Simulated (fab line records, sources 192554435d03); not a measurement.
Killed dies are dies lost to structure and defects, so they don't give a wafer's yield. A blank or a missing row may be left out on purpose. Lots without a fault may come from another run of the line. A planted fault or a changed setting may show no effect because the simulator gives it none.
Chamber matching | flow n5_finfet | N5_BEOL_M7_DEP_56 on pecvd-03: 3 sister chambers
The step deposits SiCN from 3MS/NH3, target thk 10 nm, time 17.5 s. 3 wafers are shown with their chamber, then 9 later ones without.

WAFERS WITH THEIR CHAMBER
wafer  | chamber | throttle_valve_pct (%)
L089.5 | 0       | 9.0
L094.3 | 2       | 8.2
L094.5 | 1       | 9.5

WAFERS WITHOUT THEIR CHAMBER
wafer  | throttle_valve_pct (%)
L096.2 | 9.1
L096.4 | 9.5
L096.5 | 9.0
L097.3 | 9.4
L097.5 | 9.1
L097.6 | 8.0
L091.3 | 8.4
L091.4 | 9.5
L091.5 | 9.1

WHICH CHAMBER EACH WENT THROUGH
wafer  | from the rows above | in truth
L096.2 | 0                   | 0
L096.4 | 1                   | 1
L096.5 | 0                   | 0
L097.3 | 1                   | 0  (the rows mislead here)
L097.5 | 0                   | 0
L097.6 | 2                   | 2
L091.3 | 2                   | 2
L091.4 | 1                   | 1
L091.5 | 0                   | 0
Placed correctly: 8 of 9. Can't be placed from these rows: 0. Placed wrongly: 1.
How it was worked out, from the rows above alone: a wafer's distance from a chamber is the root of the sum, over the readings, of the square of ((its reading less the chamber's mean) divided by the reading's scatter). The wafer belongs to the nearest chamber; if the next one is less than 2 further off, it can't be placed. A chamber's mean is the mean of its shown wafers. The scatter: with one shown wafer a chamber, the root of the mean of the squares of how far each hidden wafer lies from its nearest shown one.
